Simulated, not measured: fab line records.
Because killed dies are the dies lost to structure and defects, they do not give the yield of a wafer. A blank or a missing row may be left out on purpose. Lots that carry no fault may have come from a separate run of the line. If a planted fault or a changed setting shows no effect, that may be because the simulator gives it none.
The same fault as seen by 2 desks / flow n5-finfet / each desk has only its own numbers; what lay behind them comes last

## FOR THE TOOL OWNER'S DESK: ald-sin-03
The tool's own readings at N5_SPACER0_ALD_08 (deposits SiNx, target thk 2 nm): means of the sampled wafers that have a number, for each lot that ran on this tool. Any lot whose mean is over 4 standard deviations away from the usual mean is out of limits and marked OUT; that distance is given in the brackets.
Columns: A = heater-power-w at N5_SPACER0_ALD_08, usual 783 W
lot=L409; first seen here=day 3 06:27; A=797
lot=L410; first seen here=day 3 12:36; A=793
lot=L414; first seen here=day 4 16:39; A=765
lot=L415; first seen here=day 4 17:54; A=794
lot=L416; first seen here=day 5 03:34; A=798
lot=L417; first seen here=day 5 08:14; A=800
lot=L426; first seen here=day 7 13:31; A=817
Result from this desk: across the 7 lots, nothing is out of limits.

## FROM THE METROLOGY DESK
What the gauges read, lot by lot, whatever tool the lot ran on: means of the sampled wafers that have a number. Any lot whose mean is over 4 standard deviations away from the usual mean is out of limits and marked OUT; that distance is given in the brackets. Readings shown: 7 of its 15, picked as those furthest out on some lot.
Columns: A = M4_RS at N5_BEOL_M4_RS_MEAS_58, usual 0.66 ohm/sq; B = ION_N at N5_BEOL_M4_RC_MEAS_101, usual 680 uA/um; C = ION_P at N5_BEOL_M4_RC_MEAS_101, usual 466 uA/um; D = REXT_N at N5_BEOL_M4_RC_MEAS_101, usual 75.6 ohm.um; E = REXT_P at N5_BEOL_M4_RC_MEAS_101, usual 101.0 ohm.um; F = SS_N at N5_BEOL_M4_RC_MEAS_101, usual 71.7 mV/dec; G = VT_P_LVT at N5_BEOL_M4_RC_MEAS_101, usual -98 mV
lot=L410; first seen here=day 8 00:46; A=0.68; B=701; C=478; D=73.5; E=98.8; F=72.1; G=-91
lot=L409; first seen here=day 8 09:15; A=0.72; B=677; C=458; D=77.3; E=101.5; F=71.1; G=-102
lot=L415; first seen here=day 9 11:01; A=0.66; B=671; C=464; D=77.5; E=100.7; F=72.2; G=-98
lot=L413; first seen here=day 9 11:16; A=0.64; B=683; C=465; D=77.4; E=99.9; F=72.2; G=-99
lot=L414; first seen here=day 9 12:49; A=0.67; B=691; C=466; D=72.8; E=99.8; F=71.6; G=-97
lot=L416; first seen here=day 10 08:08; A=0.65; B=677; C=465; D=75.5; E=99.6; F=71.2; G=-98
lot=L417; first seen here=day 10 14:31; A=0.62; B=672; C=468; D=75.1; E=102.4; F=71.9; G=-97
lot=L426; first seen here=day 12 20:13; A=0.64; B=654; C=449; D=80.6; E=106.3; F=70.5; G=-101
lot=L429; first seen here=day 13 03:11; A=0.68; B=692; C=466; D=74.8; E=98.9; F=72.7; G=-95
lot=L430; first seen here=day 13 10:12; A=0.64; B=676; C=465; D=77.5; E=101.3; F=71.2; G=-100
Result from this desk: across the 10 lots, nothing is out of limits.

## BROUGHT TOGETHER
Nothing out of limits was seen by the tool owner's desk.
From the metrology desk's view, nothing was out of limits.

## WHAT HAD BEEN PUT IN BY THE SIMULATOR
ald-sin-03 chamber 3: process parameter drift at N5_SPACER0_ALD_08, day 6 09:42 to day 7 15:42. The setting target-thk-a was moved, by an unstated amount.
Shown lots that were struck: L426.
